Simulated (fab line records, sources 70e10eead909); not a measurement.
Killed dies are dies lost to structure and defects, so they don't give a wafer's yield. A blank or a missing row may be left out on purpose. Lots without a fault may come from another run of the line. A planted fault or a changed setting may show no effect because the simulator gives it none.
Chamber matching | flow nand_harc | NHARC_A_STAIRCASE_TRIM_187 on rie_diel-08: 4 sister chambers
The step chemistry O2, time 211.2 s. 8 wafers are shown with their chamber, then 7 later ones without.

WAFERS WITH THEIR CHAMBER
wafer  | chamber | showerhead_plenum_p_Torr (Torr) | oes_product_au (a.u.)
L075.2 | 3       | 3.45                            | 1.012
L075.4 | 0       | 3.68                            | 1.004
L076.2 | 3       | 3.44                            | 1.004
L076.4 | 2       | 3.38                            | 0.990
L080.5 | 0       | 3.67                            | 0.994
L080.6 | 1       | 3.61                            | 0.990
L086.2 | 2       | 3.37                            | 0.994
L086.5 | 1       | 3.61                            | 0.994

WAFERS WITHOUT THEIR CHAMBER
wafer  | showerhead_plenum_p_Torr (Torr) | oes_product_au (a.u.)
L086.6 | 3.37                            | 0.994
L090.1 | 3.36                            | 0.994
L090.5 | 3.61                            | 0.978
L090.6 | 3.66                            | 0.998
L094.2 | 3.60                            | 1.000
L094.3 | 3.43                            | 0.998
L094.6 | 3.43                            | 1.007

WHICH CHAMBER EACH WENT THROUGH
wafer  | from the rows above | in truth
L086.6 | 2                   | 2
L090.1 | 2                   | 2
L090.5 | 1                   | 1
L090.6 | 0                   | 0
L094.2 | 1                   | 1
L094.3 | 3                   | 3
L094.6 | 3                   | 3
Placed correctly: 7 of 7. Can't be placed from these rows: 0. Placed wrongly: 0.
How it was worked out, from the rows above alone: a wafer's distance from a chamber is the root of the sum, over the readings, of the square of ((its reading less the chamber's mean) divided by the reading's scatter). The wafer belongs to the nearest chamber; if the next one is less than 2 further off, it can't be placed. A chamber's mean is the mean of its shown wafers. The scatter: the root of (the sum of the squares of (reading less its chamber's mean) over the shown wafers, divided by (wafers less chambers)).
